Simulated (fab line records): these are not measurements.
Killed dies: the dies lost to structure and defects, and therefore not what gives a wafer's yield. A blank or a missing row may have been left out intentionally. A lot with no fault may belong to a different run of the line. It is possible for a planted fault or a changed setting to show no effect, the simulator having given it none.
A struck lot beside a sound one :: flow n5Finfet :: 34 out of 1938 route steps
Sound: wafers L544.1, L544.3, L544.4. Wafers struck: L554.1, L554.5, L554.6. The cause is given at the end.
Per side, at each step with rows, come the tool, then ch with its chambers, and then its first start. Under that, the readings that differ: sound wafers :: struck wafers :: difference of the means :: sigmas: that difference in standard deviations of wafers without a fault.
alike: readings whose means differ by less than 2 such deviations, and words and numbers that are the same on both sides. not compared: withheld readings, readings that some wafer has no value for, bounds like >300 that may hide the same value, and numbers for which the record gives no deviation and whose values overlap.
The two part at a step that has a row with sigmas, a row that says differs or no value, or rows on one side only. Numbers that have no deviation but don't overlap get no sigmas and don't part them. A reading that every wafer of one side lacks parts them only if that side has two wafers or more.

first, 10 steps without rows for these wafers: N5_BEOL_M8_STRIP_80 (strips in N2/H2, time 10 s); N5_BEOL_M8_HM_STRIP_39 (strips TiN in peroxide tin strip, target depth 25 nm, time 158 s); N5_BEOL_M8_SRD_40 (time 30 s); N5_BEOL_M8_PRECLEAN_42 (cleans in residue remover, time 60 s); N5_BEOL_M8_SRD_43 (time 30 s); N5_BEOL_M8_CURE_75 (cures SiCOH lowk, time 120 s); N5_BEOL_M8_DEGAS_44 (time 60 s); N5_BEOL_M8_PRE_CLEAN_45 (time 30 s); N5_BEOL_M8_ALD_77 (deposits TaN, target thk 2 nm, pulse time 2 s, purge time 3 s); N5_BEOL_M8_SURFACE_TREAT_79.
N5_BEOL_M8_CVD_78: deposits Co from CCTBA/H2, target thk 2 nm, time 142.3 s.
  sound on cvdCo-02 ch 1,2, day 11 15:58; struck on cvdCo-01 ch 1,2, day 14 12:50
then, 22 steps without rows for these wafers: N5_BEOL_M8_SPUTTER_48 (material Cu, target thk 10 nm, time 1.667 s); N5_BEOL_M8_ECD_50 (material Cu, target thk 300 nm); N5_BEOL_M8_ANNEAL_51 (time 90 s); N5_BEOL_M8_CMP_52 (polishes, stops on SiCOH lowk, t overpolish 6.9 s, target thk 80 nm); N5_BEOL_M8_PRE_CLEAN_55 (time 15 s); N5_BEOL_M8_DEP_56 (deposits SiCN from 3MS/NH3, target thk 10 nm, time 17.5 s); N5_BEOL_M9_ILD_DEP_00 (deposits SiCOH lowk from DEMS/porogen, target thk 308.51 nm, time 58 s); N5_BEOL_M9_CURE_71 (cures SiCOH lowk, time 240 s); N5_BEOL_M9_PECVD_70 (deposits SiO2 from TEOS/O2, target thk 20 nm, time 22.7 s); N5_BEOL_M9_HM_DEP_02 (deposits TiN, target thk 20 nm); N5_BEOL_M9_COAT_59 (time 60 s, resist thk 100 nm); N5_BEOL_M9_COAT_60 (time 60 s, resist thk 30 nm); N5_BEOL_M9_COAT_05 (resist thk 90 nm); N5_BEOL_M9_EBR_07; N5_BEOL_M9_SOFTBAKE_06 (time 60 s); N5_BEOL_M9_EXPOSE_08 (exposes mask M9); N5_BEOL_M9_PEB_09 (peb time 60 s); N5_BEOL_M9_DEVELOP_10 (develop time 30 s); N5_BEOL_M9_DESCUM_16 (chemistry O2, time 7.9 s); N5_BEOL_M9_ETCH_61 (etches SiARC in CF4, target depth 39 nm, time 65 s); N5_BEOL_M9_ETCH_62 (etches SOC in N2/H2, target depth 110 nm, overetch 22 nm, time 165 s); N5_BEOL_M9_STRIP_68 (strips in N2/H2).
-- here the record skips 3 days between the struck wafers' starts before and after, leaving off in module BEOL_M9 and picking up in module PASSIVATION (first step shown: number 1936 of the route) --
N5_PASSIVATION_PROBE_49:
  record: rows for the struck wafers here (prober-01, day 17 02:52), none for the sound ones

== WHERE THEY PART ==
At N5_PASSIVATION_PROBE_49 and nowhere else, as far as this record goes.

WHY: whatever the simulator had introduced
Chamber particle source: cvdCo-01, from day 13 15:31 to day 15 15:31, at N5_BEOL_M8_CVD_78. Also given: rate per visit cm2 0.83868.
